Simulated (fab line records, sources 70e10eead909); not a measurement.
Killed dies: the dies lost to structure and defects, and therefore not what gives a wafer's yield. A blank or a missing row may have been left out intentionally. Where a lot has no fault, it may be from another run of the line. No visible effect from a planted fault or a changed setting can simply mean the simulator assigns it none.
fab line records	flow nand-harc
[record] lots = 6	wafers = 18	last-day = 24
route steps=1159 shown A_WL_FILL@830 A_CONTACT@840 END@1159
lots that met no fault: taken from a fault-free run of the same line
start-h: the number of hours between the record's first day and the start of the first shown wafer of the lot	wait-h: time in hours since the lot's previous step	" the same as in the row above	L1.1+2: several wafers, shown together as one row	- no value, or no start was given	* or withheld: withheld	< > ~ a bound
route shown NAME@n: a module of which the file shows steps, and the number in the route of the first	usual: mean and standard deviation over wafers with no fault	same: alike in all rows	chamber/n: place in a boat	sites: each site's reading	_std_site: their standard deviation	_edge_site: the outer-site mean with the inner-site mean subtracted	radius-mm: how far each site lies from the wafer's centre	mask NAME#n: copy n	behind: the most recent tool/chamber to have shaped the wafer	hold: the reason the lot was held/the length of the hold in hours/how it ended	device: the transistor (n, p or np) that didn't switch	end of line: at the end of the route, the tests of the same wafers	for a step that has no rows: nothing shown but its recipe	killed: not the wafer's yield, but the dies lost to structure and defects at the first sort	map: a wafer's dies, marking killed ones x, the rest . and places with no die _
set.NAME: the setting that was run; set.NAME@STEP: the one run at that earlier step	model.NAME: the simulator's own value behind a step, which no gauge read
a table for each step, a row for each wafer; lots at some steps of the route
services: the hour from which a tool's chamber was out of use, counted from the record's first day as start-h (under 0 if before that day), plus the number of hours and why
[[steps]]
[step NHARC_A_WL_FILL_PRECLEAN_30]
[recipe] time-s = 10	chemistry = dHF
[step NHARC_A_WL_FILL_SRD_14]
[step NHARC_A_WL_FILL_ALD_19]
[recipe] target-thk-a = 20	pulse-time-s = 3	ald-cycles = 100	temp-c = 450	material = TiN
[step NHARC_A_WL_FILL_CVD_20]
[recipe] target-thk-a = 750	temp-c = 300	pressure-torr = 40	wf6-flow-sccm = 40	h2-flow-sccm = 1600	ar-flow-sccm = 1560	time-s = 5064	material = W
[step NHARC_A_WL_FILL_CMP_12]
[recipe] t-overpolish-s = 30	target-thk-nm = 75
[step NHARC_A_WL_FILL_SRD_31]
[step NHARC_A_WL_FILL_INSPECT_15]
[usual] raw-defect-count = 391/120
lot.wafer	tool	chamber	start-h	wait-h	raw-defect-count
L399.1	defect-inspect-01	-	371.52	0.0	330
L399.2	"	-	"	"	390
L399.4	"	-	"	"	392
L405.3	defect-inspect-01	-	424.08	0.0	605
L405.4	"	-	"	"	562
L405.5	"	-	"	"	639
L404.1	defect-inspect-02	-	429.86	0.0	467
L404.4	"	-	"	"	596
L404.6	"	-	"	"	768
L412.1	defect-inspect-01	-	468.57	0.0	409
L412.4	"	-	"	"	290
L412.6	"	-	"	"	188
L413.1	defect-inspect-01	-	469.86	0.0	536
L413.2	"	-	"	"	316
L413.4	"	-	"	"	349
L414.1	defect-inspect-01	-	488.47	0.0	343
L414.3	"	-	"	"	497
L414.6	"	-	"	"	238
[step NHARC_A_CONTACT_DEP_24]
[recipe] target-thk-a = 5000	temp-c = 400	pressure-torr = 6.5	rf-w = 900	teos-flow-sccm = 161.4	flow-sccm = 2650	target-thk-nm = 500	gas = O2	material = SiO2
[step NHARC_A_CONTACT_DEP_28]
[recipe] target-thk-a = 36000	temp-c = 400	material = aC
[usual] throttle-valve-pct = 34.999/0.009
lot.wafer	tool	chamber	start-h	wait-h	throttle-valve-pct
L399.1	acl-dep-01	0	373.22	1.1	34.998
L399.2	"	0	"	"	34.995
L399.4	"	0	"	"	34.998
L405.3	acl-dep-02	0	427.13	2.4	34.987
L405.4	"	0	"	"	34.990
L405.5	"	0	"	"	35.010
L404.1	acl-dep-02	0	432.72	2.2	35.017
L404.4	"	0	433.85	3.3	35.024
L404.6	"	0	"	"	34.996
L412.1	acl-dep-02	0	469.93	0.7	35.013
L412.4	"	0	471.03	1.8	35.010
L412.6	"	0	"	"	35.013
L413.1	acl-dep-02	0	472.77	2.3	35.008
L413.2	"	0	"	"	35.003
L413.4	"	0	"	"	34.994
L414.1	acl-dep-03	0	490.07	1.0	34.998
L414.3	"	0	"	"	35.010
L414.6	"	0	491.92	2.8	35.001
[step NHARC_A_CONTACT_DEP_29]
[recipe] target-thk-a = 700	target-thk-nm = 70	temp-c = 400	pressure-torr = 3.5	flow-sccm = 200	rf-w = 350	material = SiON
[step NHARC_A_CONTACT_DEHYDRATE_32]
[recipe] temp-c = 150	time-s = 120
[step NHARC_A_CONTACT_HMDS_33]
[recipe] time-s = 30
[step NHARC_A_CONTACT_COAT_34]
[recipe] temp-c = 260	time-s = 75
[step NHARC_A_CONTACT_COAT_35]
[recipe] temp-c = 225	time-s = 65
[step NHARC_A_CONTACT_COAT_36]
[recipe] spin-rpm = 1500	resist-thk-nm = 90
[step NHARC_A_CONTACT_SOFTBAKE_37]
[recipe] temp-c = 105	time-s = 55
[step NHARC_A_CONTACT_EBR_38]
[step NHARC_A_CONTACT_EXPOSE_39]
[recipe] na = 1.35	sigma-outer = 0.8	dose-mj = 58.79	mask-id = A_CC_3
[step NHARC_A_CONTACT_PEB_40]
[recipe] peb-temp-c = 100	peb-time-s = 65
[step NHARC_A_CONTACT_DEVELOP_41]
[recipe] develop-time-s = 35	dev-temp-c = 23
[step NHARC_A_CONTACT_CD_MEAS_42]
[recipe] target-cd-nm = 200	landing-energy-ev = 500
[usual] cd-nm = 200.2/0.61
lot.wafer	tool	chamber	start-h	wait-h	cd-nm
L399.1	cd-sem-01	0	376.15	-	200.6
L399.2	"	0	"	"	199.9
L399.4	"	0	"	"	199.8
L405.3	cd-sem-02	0	429.35	-	200.1
L405.4	"	0	"	"	201.0
L405.5	"	0	"	"	199.5
L404.1	cd-sem-02	0	435.71	-	201.0
L404.4	"	0	"	"	199.2
L404.6	"	0	"	"	199.0
L412.1	cd-sem-01	0	472.88	-	199.6
L412.4	"	0	"	"	200.7
L412.6	"	0	"	"	200.8
L413.1	cd-sem-01	0	475.61	-	201.2
L413.2	"	0	"	"	200.2
L413.4	"	0	"	"	199.8
L414.1	cd-sem-02	0	492.90	-	199.4
L414.3	"	0	"	"	199.9
L414.6	"	0	"	"	200.8
[step NHARC_A_CONTACT_OVL_MEAS_43]
[usual] overlay-x-nm = -0.1/0.9	overlay-y-nm = 0.1/0.9
lot.wafer	tool	chamber	start-h	wait-h	overlay-x-nm	overlay-y-nm
L399.1	overlay-02	-	376.24	-	-1.1	1.1
L399.2	"	-	"	"	-1.2	0.5
L399.4	"	-	"	"	-1.3	0.8
L405.3	overlay-02	-	429.43	-	-0.2	0.1
L405.4	"	-	"	"	-0.1	0.3
L405.5	"	-	"	"	0.2	-0.6
L404.1	overlay-01	-	435.80	-	-1.1	0.7
L404.4	"	-	"	"	-0.8	1.0
L404.6	"	-	"	"	-1.2	0.6
L412.1	overlay-02	-	472.98	-	-0.1	0.0
L412.4	"	-	"	"	-0.2	0.4
L412.6	"	-	"	"	-0.5	-0.1
L413.1	overlay-01	-	475.70	-	1.9	0.6
L413.2	"	-	"	"	0.9	1.4
L413.4	"	-	"	"	1.7	1.6
L414.1	overlay-01	-	492.99	-	-0.6	-0.8
L414.3	"	-	"	"	-0.8	-0.6
L414.6	"	-	"	"	-0.9	-0.9
[step NHARC_A_CONTACT_INSPECT_44]
[usual] raw-defect-count = 29/14
lot.wafer	tool	chamber	start-h	wait-h	raw-defect-count
L399.1	defect-inspect-02	-	376.28	0.0	11
L399.2	"	-	"	"	12
L399.4	"	-	"	"	10
L405.3	defect-inspect-01	-	429.47	0.0	24
L405.4	"	-	"	"	30
L405.5	"	-	"	"	27
L404.1	defect-inspect-01	-	435.84	0.0	41
L404.4	"	-	"	"	38
L404.6	"	-	"	"	37
L412.1	defect-inspect-02	-	473.01	0.0	13
L412.4	"	-	"	"	11
L412.6	"	-	"	"	6
L413.1	defect-inspect-02	-	475.74	0.0	34
L413.2	"	-	"	"	18
L413.4	"	-	"	"	30
L414.1	defect-inspect-01	-	493.03	0.0	42
L414.3	"	-	"	"	45
L414.6	"	-	"	"	56
[step NHARC_A_CONTACT_DESCUM_47]
[recipe] time-s = 3	o2-flow-sccm = 200	ar-flow-sccm = 0	bias-power-w = 0	chemistry = O2
[step NHARC_A_CONTACT_ETCH_48]
[recipe] target-depth-a = 390	over-etch-frac = 0.3	time-s = 65	ion-energy-ev = 80	cf4-flow-sccm = 150	ar-flow-sccm = 0	rf-w = 300	bias-w = 100	chemistry = CF4
[usual] drypump-motor-current-A = 5.8/0.44	oes-product-au = 0.998/0.012	rf-vpp-V = 151.0/1.3	showerhead-plenum-p-Torr = 1.74/0.08	throttle-valve-pct = 13.283/0.0091
[same] over-etch-frac = 0.3
lot.wafer	tool	chamber	start-h	wait-h	drypump-motor-current-A	oes-product-au	rf-hours-counter-h	rf-vpp-V	showerhead-plenum-p-Torr	throttle-valve-pct
L399.1	rie-diel-03	0	376.55	0.2	5.8	0.998	27	151.5	1.72	13.297
L399.2	"	2	"	"	5.8	0.998	26	150.0	1.78	13.284
L399.4	"	3	"	"	6.5	1.003	26	149.6	1.69	13.282
L405.4	rie-diel-08	1	429.62	0.1	6.0	1.014	47	149.2	1.65	13.277
L405.3	"	2	"	"	5.0	0.980	45	150.2	1.67	13.291
L405.5	"	1	"	"	6.0	1.010	-	150.3	1.65	13.290
L404.1	rie-diel-13	2	435.98	0.1	5.0	0.973	61	150.4	1.72	13.267
L404.4	"	0	"	"	6.2	1.000	51	150.8	1.67	13.286
L404.6	"	2	"	"	5.0	0.991	-	151.4	1.72	13.267
L412.4	rie-diel-03	0	473.16	0.1	5.8	0.994	9	150.6	1.72	13.284
L412.1	"	3	"	"	6.5	1.014	14	150.8	1.68	13.290
L412.6	"	0	"	"	5.8	0.992	-	151.3	1.72	13.277
L413.4	rie-diel-03	0	475.88	0.1	5.8	1.008	10	150.4	1.72	13.277
L413.2	"	2	"	"	5.9	1.000	15	151.7	1.77	13.288
L413.1	"	3	"	"	6.5	1.000	15	150.2	1.68	13.280
L414.3	rie-diel-13	0	493.17	0.1	6.2	0.979	13	148.6	1.66	13.266
L414.1	"	1	"	"	6.0	0.997	10	150.9	1.71	13.288
L414.6	"	1	"	"	6.0	0.995	-	150.6	1.71	13.270
[step NHARC_A_CONTACT_ETCH_49]
[recipe] target-depth-a = 2600	over-etch-frac = 0.3	time-s = 475.3	ion-energy-ev = 200	n2-flow-sccm = 150	h2-flow-sccm = 150	ar-flow-sccm = 0	rf-w = 400	bias-w = 150	chemistry = N2/H2
[step NHARC_A_CONTACT_ETCH_50]
[recipe] target-depth-a = 847	time-s = 42.4	cf4-flow-sccm = 100	chf3-flow-sccm = 30	ar-flow-sccm = 0	rf-w = 500	bias-w = 200	chemistry = CF4/CHF3
[usual] chf3-flow-sccm = 30.00/0.092	drypump-motor-current-A = 5.8/0.45	oes-product-au = 0.951/0.021	rf-vpp-V = 369.7/2.6	showerhead-plenum-p-Torr = 1.55/0.072	throttle-valve-pct = 16.803/0.0086
lot.wafer	tool	chamber	start-h	wait-h	chf3-flow-sccm	drypump-motor-current-A	oes-product-au	rf-hours-counter-h	rf-vpp-V	showerhead-plenum-p-Torr	throttle-valve-pct
L399.1	rie-diel-03	1	-	-	30.05	5.4	0.940	25	373.6	1.68	16.796
L399.4	"	2	"	"	29.92	5.8	0.951	27	370.4	1.58	16.801
L399.2	"	3	"	"	30.12	6.5	0.953	26	368.5	1.50	16.795
L405.3	rie-diel-08	1	-	-	29.96	6.0	0.937	47	366.1	1.47	16.813
L405.4	"	3	"	"	29.97	5.3	0.949	44	366.9	1.46	16.810
L405.5	"	1	"	"	30.01	6.0	0.936	-	366.6	1.47	16.808
L404.1	rie-diel-13	0	-	-	30.22	6.2	0.945	51	367.3	1.48	16.801
L404.4	"	1	"	"	30.03	6.0	0.919	61	369.3	1.52	16.806
L404.6	"	1	"	"	30.07	6.0	0.917	-	370.0	1.52	16.802
L412.1	rie-diel-03	1	-	-	29.99	5.4	0.966	14	374.4	1.67	16.803
L412.4	"	2	"	"	30.01	5.8	0.964	14	371.3	1.58	16.797
L412.6	"	3	"	"	30.01	6.5	0.984	-	368.8	1.50	16.804
L413.1	rie-diel-03	2	-	-	29.98	5.8	0.943	15	369.4	1.58	16.806
L413.2	"	3	"	"	29.99	6.5	0.940	15	368.8	1.50	16.811
L413.4	"	0	"	"	30.05	5.8	0.942	11	370.4	1.53	16.817
L414.1	rie-diel-13	3	-	-	29.96	6.1	0.939	13	373.4	1.67	16.801
L414.3	"	1	"	"	29.90	6.0	0.967	11	368.8	1.52	16.808
L414.6	"	0	"	"	30.10	6.2	0.972	-	368.2	1.48	16.804
[step NHARC_A_CONTACT_ETCH_51]
[recipe] target-depth-a = 36000	over-etch-frac = 0.3	time-s = 936	ion-energy-ev = 150	o2-flow-sccm = 400	cos-flow-sccm = 20	ar-flow-sccm = 0	rf-w = 500	bias-w = 300	chemistry = O2/COS
[step NHARC_A_CONTACT_ETCH_111]
[recipe] source-w = withheld	pressure-mtorr = 20	bias-v = withheld	time-s = 140	target-depth-a = 7000	ar-flow-sccm = withheld	c4f8-flow-sccm = withheld	o2-flow-sccm = withheld	chemistry = C4F8/O2/Ar
lot.wafer	tool	chamber	start-h	wait-h	rf-hours-counter-h
L399.2	har-cap-etch-02	0	377.76	-	8
L399.1	"	1	"	"	8
L399.4	"	0	"	"	-
L405.4	har-cap-etch-01	0	430.86	-	-
L405.3	"	1	"	"	-
L405.5	"	0	"	"	-
L404.1	har-cap-etch-01	0	437.15	-	65
L404.4	"	0	"	"	-
L404.6	"	0	"	"	-
L412.1	har-cap-etch-01	1	474.36	-	74
L412.4	"	1	"	"	-
L412.6	"	1	"	"	-
L413.1	har-cap-etch-03	1	477.06	-	102
L413.2	"	0	"	"	102
L413.4	"	1	"	"	-
L414.1	har-cap-etch-02	1	494.36	-	32
L414.3	"	0	"	"	-
L414.6	"	0	"	"	-
[step NHARC_A_CONTACT_ETCH_112]
[recipe] source-w = withheld	pressure-mtorr = 20	bias-v = 3000	time-s = 94	target-depth-a = 9220	ar-flow-sccm = withheld	c4f8-flow-sccm = withheld	o2-flow-sccm = withheld	chemistry = C4F8/O2/Ar
[step NHARC_A_CONTACT_ETCH_113]
[recipe] source-w = withheld	pressure-mtorr = 20	bias-v = 3000	time-s = 94	target-depth-a = 9220	ar-flow-sccm = withheld	c4f8-flow-sccm = withheld	o2-flow-sccm = withheld	chemistry = C4F8/O2/Ar
[step NHARC_A_CONTACT_ETCH_114]
[recipe] source-w = withheld	pressure-mtorr = 20	bias-v = 3000	time-s = 94	target-depth-a = 9220	ar-flow-sccm = withheld	c4f8-flow-sccm = withheld	o2-flow-sccm = withheld	chemistry = C4F8/O2/Ar
[step NHARC_A_CONTACT_ETCH_115]
[recipe] source-w = withheld	pressure-mtorr = 20	bias-v = 3000	time-s = 94	target-depth-a = 9220	ar-flow-sccm = withheld	c4f8-flow-sccm = withheld	o2-flow-sccm = withheld	chemistry = C4F8/O2/Ar
[step NHARC_A_CONTACT_ETCH_116]
[recipe] source-w = withheld	pressure-mtorr = 20	bias-v = 3000	time-s = 94	target-depth-a = 9220	ar-flow-sccm = withheld	c4f8-flow-sccm = withheld	o2-flow-sccm = withheld	chemistry = C4F8/O2/Ar
lot.wafer	tool	chamber	start-h	wait-h	rf-hours-counter-h
L399.2	har-cap-etch-02	0	378.32	0.1	9
L399.1	"	1	"	"	9
L399.4	"	0	"	"	-
L405.4	har-cap-etch-01	0	431.39	0.1	-
L405.3	"	1	"	"	-
L405.5	"	0	"	"	-
L404.1	har-cap-etch-01	0	437.72	0.1	66
L404.4	"	0	"	"	-
L404.6	"	0	"	"	-
L412.1	har-cap-etch-01	1	474.91	0.1	74
L412.4	"	1	"	"	-
L412.6	"	1	"	"	-
L413.1	har-cap-etch-03	1	477.62	0.1	103
L413.2	"	0	"	"	103
L413.4	"	1	"	"	-
L414.1	har-cap-etch-02	1	494.93	0.1	32
L414.3	"	0	"	"	-
L414.6	"	0	"	"	-
[step NHARC_A_CONTACT_ETCH_117]
[recipe] source-w = withheld	pressure-mtorr = 20	bias-v = 3000	time-s = 94	target-depth-a = 9220	ar-flow-sccm = withheld	c4f8-flow-sccm = withheld	o2-flow-sccm = withheld	chemistry = C4F8/O2/Ar
[step NHARC_A_CONTACT_ETCH_118]
[recipe] source-w = withheld	pressure-mtorr = 20	bias-v = 3000	time-s = 94	target-depth-a = 9220	ar-flow-sccm = withheld	c4f8-flow-sccm = withheld	o2-flow-sccm = withheld	chemistry = C4F8/O2/Ar
lot.wafer	tool	chamber	start-h	wait-h	rf-hours-counter-h
L399.2	har-cap-etch-02	0	378.50	0.1	9
L399.1	"	1	"	"	9
L399.4	"	0	"	"	-
L405.4	har-cap-etch-01	0	431.57	0.1	-
L405.3	"	1	"	"	-
L405.5	"	0	"	"	-
L404.1	har-cap-etch-01	0	437.90	0.1	66
L404.4	"	0	"	"	-
L404.6	"	0	"	"	-
L412.1	har-cap-etch-01	1	475.09	0.1	74
L412.4	"	1	"	"	-
L412.6	"	1	"	"	-
L413.1	har-cap-etch-03	1	477.80	0.1	103
L413.2	"	0	"	"	103
L413.4	"	1	"	"	-
L414.1	har-cap-etch-02	1	495.11	0.1	33
L414.3	"	0	"	"	-
L414.6	"	0	"	"	-
[step NHARC_A_CONTACT_ETCH_119]
[recipe] source-w = withheld	pressure-mtorr = 20	bias-v = 3000	time-s = 94	target-depth-a = 9220	ar-flow-sccm = withheld	c4f8-flow-sccm = withheld	o2-flow-sccm = withheld	chemistry = C4F8/O2/Ar
[step NHARC_A_CONTACT_ETCH_120]
[recipe] source-w = withheld	pressure-mtorr = 20	bias-v = 3000	time-s = 94	target-depth-a = 9220	ar-flow-sccm = withheld	c4f8-flow-sccm = withheld	o2-flow-sccm = withheld	chemistry = C4F8/O2/Ar
[step NHARC_END_SORT_01]
[recipe] temp-c = 25
[usual] killed-at-array = 27/11	killed-at-other = 0.7/1.1	killed-at-periphery = 3.6/2.4	killed-dies = 32/11	killed-open = 3.3/1.8	killed-short = 2.1/1.5
[same] gross-dies = 677
lot.wafer	tool	chamber	start-h	wait-h	killed-at-array	killed-at-other	killed-at-periphery	killed-dies	killed-open	killed-short
L412.6	prober-01	0	556.17	4.0	183	1	2	186	4	2
L413.2	prober-01	0	561.01	2.8	267	0	5	272	3	1
// killed by level:class
L412.6 A_CONTACT:area-dep=165 A_CONTACT:chamber-film-flake=7 A_CHANNEL_HOLE_D1:chamber-film-flake=4 A_CONTACT:geometric-particle:open=3 A_ZERO_WELL:chamber-film-flake=3 P_M1:geometric-particle:open=1 A_WL_FILL:geometric-particle:short=1 STARTING-WAFER:geometric-particle:short=1
L413.2 A_CONTACT:area-dep=243 A_SLIT:chamber-film-flake=12 A_CONTACT:chamber-film-flake=5 A_CHANNEL_HOLE_D1:chamber-film-flake=4 P_GATE:chamber-film-flake=2 P_M0:geometric-particle:short=1 P_M0:geometric-particle:open=1 A_BLC:geometric-particle:open=1
// map L412.6 (x killed, . not)
____________.____________
_________......._________
_______....x....x._______
______x..x.........______
_____x.x....x..x...._____
____....x.x.xx.......____
____.x...x.xx....x...____
___..x.x......x.xx....___
___..x.x....x.xx.....x___
__....x...x....x.xx....__
__xxx..x...xxxx...xxx..__
_.........xx.x.........._
_..x.....xxxxxxx.x....xx_
_...x..x.....xxx.xx..x.._
_......xxxx..xxx..xx.x.._
_...xxxxxx.xxx...x.x...._
....xxxx..xx.xxx...xx....
......x....x.x.x.x.......
x....xxx...x..xxx..x..x..
....x..x.xxxxx..x.xx.x...
....x.xx..x.x.x.xx.x.....
_...x.x.x.xxxxxx........_
_.......xx.x...x...xx..._
_..x.xx..xx............._
_..xx..xx.x..x.x..x....._
_.x......x....xx.......x_
__.....x.xxxxx...x.....__
__x.....x...x......x...__
___.....x...x.........___
___..........x..x.....___
____............x..x.____
____.................____
_____...........x..._____
______...x....x....______
_______..........._______
_________......._________
____________.____________
// map L413.2 (x killed, . not)
____________.____________
_________...x.xx_________
_______..........._______
______....xx....x..______
_____........x.x.x.._____
____.......x..xxx..x.____
____....x.xxxxx.x....____
___..x.x...xxx.x.x....___
___..x.xxx.x.xxx.xx.x.___
__.....xxxxxxxx..x.x...__
__......xxxx..xxxx..x..__
_....xxxx.x.xx.xx.xxx..._
_.....xx.xxxxxxxx.x.xx.._
_...x.xxxx.xxxx.x..xx..._
_...xxx.xxxxxxxx.x.x..x._
_..xx.xx.xxxxxxxxxxx...._
....xxxxxx.xxxxx..xx.....
..x..xx.xxxxxxxx..x.x....
...x.xxxx.xxxxxx.x.x.....
......xxxxxxxxxxxxxx.....
...x...xxxxxxxxxxxxx.....
_...xxxxxx.xxx.x.xx.x..._
_.....xxxx.xxxxx.xx.x..x_
_...xx.xxxx.xxxx.x.x...._
_.......xxx.x.xxx...x..._
_....x.x.x.xxxx.x......._
__....x..xxxxx.x.xx....__
__........xxxxxx...x...__
___...x.xx.x..xx......___
___......xx...........___
____........x.x......____
____.................____
_____........x......_____
______.............______
_______..........._______
_________......._________
____________.____________
[[services]]
tool	chamber	start-h	hours	kind
acl-dep-02	-	351.26	13.0	pm
har-cap-etch-03	-	365.51	0.3	repair
rie-diel-03	0	371.31	-	clean
rie-diel-03	1	371.31	-	clean
rie-diel-03	2	371.31	-	clean
rie-diel-03	3	371.31	-	clean
har-cap-etch-02	-	386.57	0.4	repair
rie-diel-03	-	392.31	9.0	pm
rie-diel-03	0	392.31	9.0	vent-cycle
rie-diel-03	1	392.31	9.0	vent-cycle
rie-diel-03	2	392.31	9.0	vent-cycle
rie-diel-03	3	392.31	9.0	vent-cycle
rie-diel-03	0	401.31	-	clean
rie-diel-03	1	401.31	-	clean
rie-diel-03	2	401.31	-	clean
acl-dep-03	-	404.93	13.0	pm
rie-diel-03	0	443.50	13.9	repair
rie-diel-13	-	453.05	9.0	pm
rie-diel-03	3	454.87	3.4	repair
har-cap-etch-02	-	456.12	2.6	repair
acl-dep-02	-	459.34	0.9	repair
acl-dep-01	-	476.77	13.0	pm
rie-diel-08	-	478.98	9.0	pm
rie-diel-13	3	489.67	2.4	repair
[[key]]
[first-sign] step = NHARC_END_SORT_01	reading = killed-at-array	direction = up	sigmas = 18	usual = 27	struck = 225
[effect] step = NHARC_END_SORT_01	reading = killed-dies	direction = up	sigmas = 18	usual = 32	struck = 229
[more-kills-born-at] NHARC_A_CONTACT_DEP_28@acl-dep-02 = 408
met-at NHARC_A_CONTACT_DEP_28
struck-wafers L412.6,L413.2
tester-left-out L412,L413
[fault] kind = process-parameter-drift	tool = acl-dep-02	chamber = -	onset-h = 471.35	steps = NHARC_A_CONTACT_DEP_28	channel = target-thk-a	offset = *	shape = step	end-h = 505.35	scope = struck-wafers-only	acts-in = *	stated = *
// tester-left-out: of these lots the tester's yield and bins aren't shown, on N5 and GAA mostly nor the transistor test; their killed dies are dies lost to structure and defects alone, not to doping, threshold or leakage, so they don't give the yield
